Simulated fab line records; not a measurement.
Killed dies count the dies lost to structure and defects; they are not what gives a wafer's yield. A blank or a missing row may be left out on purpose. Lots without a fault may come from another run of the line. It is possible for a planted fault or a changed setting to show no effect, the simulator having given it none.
Matching of chambers || flow nand harc || pecvd-01 running NHARC_A_STAIRCASE_DEP_259: 3 sister chambers
The step deposits SiON, target thk 30 nm. 30 wafers are shown with their chamber, then 12 later ones without.

== WAFERS WITH THEIR CHAMBER ==
{"wafer": "L074.3", "chamber": 2, "heater power w (W)": 663, "susceptor temp C (C)": 400.15}
{"wafer": "L074.5", "chamber": 1, "heater power w (W)": 783, "susceptor temp C (C)": 399.71}
{"wafer": "L074.6", "chamber": 2, "heater power w (W)": 666, "susceptor temp C (C)": 400.00}
{"wafer": "L075.2", "chamber": 1, "heater power w (W)": 691, "susceptor temp C (C)": 400.09}
{"wafer": "L075.4", "chamber": 2, "heater power w (W)": 671, "susceptor temp C (C)": 399.81}
{"wafer": "L075.5", "chamber": 1, "heater power w (W)": 695, "susceptor temp C (C)": 399.92}
{"wafer": "L079.1", "chamber": 1, "heater power w (W)": 711, "susceptor temp C (C)": 399.78}
{"wafer": "L079.3", "chamber": 0, "heater power w (W)": 924, "susceptor temp C (C)": 400.08}
{"wafer": "L079.4", "chamber": 0, "heater power w (W)": 909, "susceptor temp C (C)": 400.00}
{"wafer": "L080.2", "chamber": 0, "heater power w (W)": 869, "susceptor temp C (C)": 399.39}
{"wafer": "L080.3", "chamber": 2, "heater power w (W)": 553, "susceptor temp C (C)": 400.03}
{"wafer": "L080.4", "chamber": 1, "heater power w (W)": 725, "susceptor temp C (C)": 399.86}
{"wafer": "L081.3", "chamber": 1, "heater power w (W)": 683, "susceptor temp C (C)": 399.88}
{"wafer": "L081.5", "chamber": 0, "heater power w (W)": 839, "susceptor temp C (C)": 399.83}
{"wafer": "L081.6", "chamber": 1, "heater power w (W)": 686, "susceptor temp C (C)": 400.32}
{"wafer": "L083.1", "chamber": 2, "heater power w (W)": 618, "susceptor temp C (C)": 399.95}
{"wafer": "L083.2", "chamber": 0, "heater power w (W)": 834, "susceptor temp C (C)": 399.68}
{"wafer": "L083.5", "chamber": 1, "heater power w (W)": 743, "susceptor temp C (C)": 400.36}
{"wafer": "L083.3", "chamber": 1, "heater power w (W)": 737, "susceptor temp C (C)": 400.11}
{"wafer": "L083.4", "chamber": 0, "heater power w (W)": 876, "susceptor temp C (C)": 399.63}
{"wafer": "L083.6", "chamber": 2, "heater power w (W)": 629, "susceptor temp C (C)": 400.05}
{"wafer": "L085.1", "chamber": 0, "heater power w (W)": 920, "susceptor temp C (C)": 399.66}
{"wafer": "L085.4", "chamber": 1, "heater power w (W)": 761, "susceptor temp C (C)": 399.53}
{"wafer": "L085.5", "chamber": 2, "heater power w (W)": 694, "susceptor temp C (C)": 400.06}
{"wafer": "L086.1", "chamber": 0, "heater power w (W)": 967, "susceptor temp C (C)": 400.14}
{"wafer": "L086.3", "chamber": 2, "heater power w (W)": 692, "susceptor temp C (C)": 399.91}
{"wafer": "L086.4", "chamber": 1, "heater power w (W)": 665, "susceptor temp C (C)": 400.03}
{"wafer": "L088.1", "chamber": 2, "heater power w (W)": 690, "susceptor temp C (C)": 400.33}
{"wafer": "L088.5", "chamber": 0, "heater power w (W)": 860, "susceptor temp C (C)": 399.89}
{"wafer": "L088.6", "chamber": 2, "heater power w (W)": 700, "susceptor temp C (C)": 399.97}

SIGNATURES, as means of the wafers listed above
{"reading": "heater power w", "chamber 0": 888.67, "chamber 1": 716.36, "chamber 2": 657.60, "scatter within a chamber": 42.2}
{"reading": "susceptor temp C", "chamber 0": 399.8111, "chamber 1": 399.9627, "chamber 2": 400.0260, "scatter within a chamber": 0.218}
Rule: a wafer lies at a distance from a chamber equal to the root of the sum of squares, over the readings, of (its reading less the chamber's mean, divided by the reading's scatter). The wafer belongs to the nearest chamber; if the next one is less than 2 further off, it can't be placed. How the scatter is found: for the shown wafers, subtract from each reading the mean of its chamber, square and add these, divide the total by (wafers less chambers), then take the root.

== WAFERS WITHOUT THEIR CHAMBER ==
{"wafer": "L089.1", "heater power w (W)": 674, "susceptor temp C (C)": 400.17}
{"wafer": "L089.3", "heater power w (W)": 922, "susceptor temp C (C)": 400.01}
{"wafer": "L089.6", "heater power w (W)": 933, "susceptor temp C (C)": 399.77}
{"wafer": "L090.2", "heater power w (W)": 697, "susceptor temp C (C)": 399.60}
{"wafer": "L090.5", "heater power w (W)": 683, "susceptor temp C (C)": 400.02}
{"wafer": "L090.6", "heater power w (W)": 696, "susceptor temp C (C)": 399.69}
{"wafer": "L092.2", "heater power w (W)": 662, "susceptor temp C (C)": 399.84}
{"wafer": "L092.3", "heater power w (W)": 611, "susceptor temp C (C)": 400.24}
{"wafer": "L092.5", "heater power w (W)": 611, "susceptor temp C (C)": 400.43}
{"wafer": "L096.1", "heater power w (W)": 632, "susceptor temp C (C)": 400.17}
{"wafer": "L096.3", "heater power w (W)": 737, "susceptor temp C (C)": 400.39}
{"wafer": "L096.4", "heater power w (W)": 611, "susceptor temp C (C)": 399.90}

== CHAMBER TAKEN BY EACH ==
{"wafer": "L089.1", "from the rows above": "can't be placed: 2 or 1", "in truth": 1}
{"wafer": "L089.3", "from the rows above": 0, "in truth": 0}
{"wafer": "L089.6", "from the rows above": 0, "in truth": 0}
{"wafer": "L090.2", "from the rows above": "can't be placed: 1 or 2", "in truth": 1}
{"wafer": "L090.5", "from the rows above": "can't be placed: 2 or 1", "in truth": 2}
{"wafer": "L090.6", "from the rows above": "can't be placed: 1 or 2", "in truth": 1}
{"wafer": "L092.2", "from the rows above": "can't be placed: 2 or 1", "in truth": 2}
{"wafer": "L092.3", "from the rows above": "can't be placed: 2 or 1", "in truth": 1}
{"wafer": "L092.5", "from the rows above": "can't be placed: 2 or 1", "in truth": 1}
{"wafer": "L096.1", "from the rows above": "can't be placed: 2 or 1", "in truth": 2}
{"wafer": "L096.3", "from the rows above": "can't be placed: 1 or 2", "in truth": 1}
{"wafer": "L096.4", "from the rows above": "can't be placed: 2 or 1", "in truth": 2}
Correct placement for 2 of the 12. From these rows, 10 cannot be placed; in 10 the true chamber is one of the candidates. Placed wrongly: 0.
